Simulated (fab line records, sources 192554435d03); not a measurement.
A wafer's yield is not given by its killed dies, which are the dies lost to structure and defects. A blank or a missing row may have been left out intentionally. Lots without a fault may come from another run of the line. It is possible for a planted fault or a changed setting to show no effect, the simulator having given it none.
The tool behind it: which one?    flow n5-finfet    26 wafers from 9 lots sampled at 6 of the route's 1938 steps

## WHAT THE GAUGES READ, wafer by wafer
N5_BEOL_M2_INSPECT_59: inspects for defects (darkfield).
lot   measured      on                 raw-defect-count
L226  day 8 02:51   defect-inspect-01  60 91 60
L225  day 8 03:13   defect-inspect-01  83 54 96
L227  day 8 23:01   defect-inspect-02  47 45 38
L229  day 9 06:46   defect-inspect-01  45 62 75
L232  day 9 11:27   defect-inspect-01  78 64 58
L233  day 10 08:05  defect-inspect-02  65 59
L236  day 10 21:12  defect-inspect-02  40 104 76
L239  day 11 05:22  defect-inspect-02  55 62 49
L244  day 12 22:59  defect-inspect-01  53 43 42

N5_BEOL_M3_THK_MEAS_01.
lot   measured      on             M3_ILD_THK (nm)
L226  day 8 03:10   film-metro-01  79.7 80.9 79.7
L225  day 8 03:20   film-metro-02  79.8 81.8 78.2
L227  day 8 23:08   film-metro-02  79.2 79.7 78.4
L229  day 9 06:53   film-metro-01  78.4 77.9 80.3
L232  day 9 11:34   film-metro-01  81.1 82.0 82.0
L233  day 10 08:12  film-metro-01  81.1 80.0
L236  day 10 21:18  film-metro-02  79.0 79.6 80.1
L239  day 11 05:28  film-metro-02  79.5 80.4 80.3
L244  day 12 23:05  film-metro-01  79.4 78.9 80.3

N5_BEOL_M4_RC_MEAS_101.
lot   measured      on         DIBL_N (mV/V)   DIBL_P (mV/V)   IOFF_N (nA/um)  IOFF_P (nA/um)  ION_N (uA/um)  ION_P (uA/um)  SS_N (mV/dec)   SS_P (mV/dec)   VT_N (mV)    VT_P (mV)
L226  day 9 03:22   prober-01  38.7 36.1 33.1  39.3 35.5 32.3  0.21 0.16 0.12  0.26 0.19 0.16  690 675 662    471 459 452    72.2 72.4 71.2  74.5 73.7 72.1  245 249 252  -249 -251 -253
L225  day 9 00:44   prober-01  32.4 32.1 34.7  31.1 31.3 33.8  0.10 0.10 0.13  0.14 0.14 0.18  662 648 674    457 454 465    71.0 70.5 71.4  72.7 72.4 74.1  259 260 255  -258 -257 -251
L227  day 9 19:13   prober-01  43.9 41.1 37.2  43.5 40.2 35.3  0.29 0.22 0.14  0.34 0.26 0.19  693 687 684    471 469 467    72.5 72.6 71.3  75.3 74.2 73.0  245 243 252  -245 -247 -255
L229  day 10 03:46  prober-01  35.3 37.6 39.0  34.6 36.8 39.5  0.13 0.16 0.21  0.17 0.20 0.24  673 662 684    464 450 464    70.8 71.5 72.3  72.6 74.0 74.1  251 252 246  -255 -254 -252
L232  day 10 14:30  prober-01  38.5 32.9 37.7  36.9 30.5 36.0  0.16 0.09 0.16  0.26 0.17 0.25  684 639 674    475 447 474    71.2 70.3 71.4  73.7 72.9 73.6  248 257 248  -247 -250 -245
L233  day 11 07:55  prober-01  34.9 35.5       34.8 36.6       0.14 0.15       0.18 0.20       681 666        466 456        71.4 71.6       72.5 73.4       250 246      -250 -254
L236  day 12 00:31  prober-01  35.9 34.5 33.3  34.9 34.9 32.4  0.14 0.14 0.10  0.17 0.17 0.15  670 656 632    458 452 438    71.9 71.3 71.4  73.3 74.0 73.3  253 248 254  -257 -256 -259
L239  day 12 00:15  prober-02  38.2 38.3 37.3  34.2 37.3 36.2  0.15 0.17 0.16  0.19 0.23 0.22  658 691 687    452 473 474    71.8 71.6 71.0  73.3 73.5 73.4  253 245 248  -253 -251 -249
L244  day 13 18:21  prober-02  36.0 35.7 35.6  37.0 36.7 37.8  0.18 0.18 0.19  0.25 0.25 0.28  684 693 700    464 475 491    71.0 71.2 71.5  73.4 73.6 74.2  245 244 245  -248 -245 -245

## EACH LOT AND THE TOOL THAT RAN IT (in order: tool; ch and the chambers of the sampled wafers; start)
lot   N5_BEOL_M3_PECVD_72              N5_BEOL_M3_HM_DEP_02          N5_BEOL_M3_CMP_52
L226  pecvd-03 ch 0,1, day 8 03:12     pvd-sputter-02, day 8 06:38   cmp-04 ch 1,2, day 8 19:09
L225  pecvd-02 ch 0,2, day 8 03:22     pvd-sputter-02, day 8 06:44   cmp-04 ch 1,2,3, day 8 14:35
L227  pecvd-03 ch 0,1, day 8 23:11     pvd-sputter-01, day 8 23:32   cmp-03 ch 0,1,3, day 9 05:49
L229  pecvd-04 ch 0,1,2, day 9 06:55   pvd-sputter-01, day 9 07:16   cmp-01 ch 1,3, day 9 18:35
L232  pecvd-03 ch 0,1,2, day 9 11:36   pvd-sputter-02, day 9 12:57   cmp-03 ch 0,1, day 10 01:59
L233  pecvd-03 ch 1,2, day 10 08:16    pvd-sputter-02, day 10 08:28  cmp-04 ch 2,3, day 10 19:11
L236  pecvd-03 ch 0,1,2, day 10 21:20  pvd-sputter-01, day 10 22:58  cmp-01 ch 2,3, day 11 11:23
L239  pecvd-03 ch 0,2, day 11 05:30    pvd-sputter-01, day 11 05:50  cmp-04 ch 0,2, day 11 13:12
L244  pecvd-02 ch 0,2, day 12 23:07    pvd-sputter-02, day 13 01:35  cmp-03 ch 1,2,3, day 13 08:49
- N5_BEOL_M3_PECVD_72: deposits SiO2 from TEOS/O2, target thk 16 nm, time 18 s.
- N5_BEOL_M3_HM_DEP_02: deposits TiN, target thk 20 nm.
- N5_BEOL_M3_CMP_52: polishes, stops on SiOC, t overpolish 6.8 s, target thk 40 nm.

## AS READ BY THE TOOLS THEMSELVES (means over the sampled wafers that have a number; for cases with no such wafer, the mark the record gives instead)
N5_BEOL_M3_PECVD_72.
lot   tool      heater-power-w (W)  showerhead-plenum-p-Torr (Torr)  susceptor-temp-C (C)  throttle-valve-pct (%)
L226  pecvd-03  856                 8.87                             399.93                22.1
L225  pecvd-02  681                 8.79                             399.75                23.0
L227  pecvd-03  798                 8.87                             400.23                22.3
L229  pecvd-04  863                 8.78                             400.08                22.9
L232  pecvd-03  678                 8.85                             399.96                21.6
L233  pecvd-03  708                 8.87                             400.01                21.9
L236  pecvd-03  741                 8.86                             404.57                21.6
L239  pecvd-03  644                 8.83                             409.33                20.7
L244  pecvd-02  753                 8.79                             399.96                21.5

N5_BEOL_M3_HM_DEP_02.
lot   tool            throttle-valve-pct (%)
L226  pvd-sputter-02  29.8
L225  pvd-sputter-02  31.5
L227  pvd-sputter-01  30.4
L229  pvd-sputter-01  30.0
L232  pvd-sputter-02  30.7
L233  pvd-sputter-02  31.6
L236  pvd-sputter-01  30.7
L239  pvd-sputter-01  29.4
L244  pvd-sputter-02  30.7

N5_BEOL_M3_CMP_52.
lot   tool    barrier-field-endpoint-s (s)  edge-zone-pressure-frac  head-pressure-psi (psi)  motor-current-A (A)
L226  cmp-04  24.9                          1.000                    1.0017                   6.6
L225  cmp-04  24.7                          0.997                    1.0015                   6.9
L227  cmp-03  24.3                          0.995                    0.9992                   6.2
L229  cmp-01  23.9                          0.992                    1.0004                   5.9
L232  cmp-03  24.0                          1.002                    0.9992                   6.0
L233  cmp-04  24.2                          0.996                    0.9985                   7.2
L236  cmp-01  23.9                          0.993                    1.0008                   6.2
L239  cmp-04  22.9                          0.997                    1.0015                   6.0
L244  cmp-03  24.8                          1.001                    1.0022                   6.2

## THE ANSWER, worked out from the rows above alone
Rule: what is usual is taken from the lots themselves. Put in order of their means at a reading, lots are off if they are a third of the lots or fewer, leave a main group of 4 or more, and stand apart from it by a gap of 3 or more times the standard deviation of the main group's means; of several such gaps the widest counts. A main group whose means are all the same, to the digits that the tables above print for the reading, isn't used. A lot without any number at a reading at which 4 lots or more have one is off too. Where the step has rows for the other lots, those lots are counted as sound. After the gauges, taken in route order, come the tools' own readings; for these a lot's mean is taken, as printed above. At the first step where some lot is off, the reading lying furthest off is the one used; lots without a number count as furthest.
Off: L236, L239 (N5_BEOL_M3_PECVD_72, susceptor-temp-C). Main group: mean 399.99 C, sd 0.14.
A tool fits if, at that step or a process step before it, it ran every lot that is off, and no sound lot after the first of them. One candidate fits, namely pecvd-03 at N5_BEOL_M3_PECVD_72. A fault onset in the window from L233 (day 10 08:16, its last sound lot) to L236 (day 10 21:20, its first lot off) fits.
The tool's own readings at N5_BEOL_M3_PECVD_72 bear it out: on the lots that are off they differ by more than 5 times the standard deviation of the sound lots' means. susceptor-temp-C reads 406.95 C there against 399.99 C on the sound lots.

## WHAT THE SIMULATOR HAD INSERTED
pecvd-03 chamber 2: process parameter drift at N5_BEOL_M3_PECVD_72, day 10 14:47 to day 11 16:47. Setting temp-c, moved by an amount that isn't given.
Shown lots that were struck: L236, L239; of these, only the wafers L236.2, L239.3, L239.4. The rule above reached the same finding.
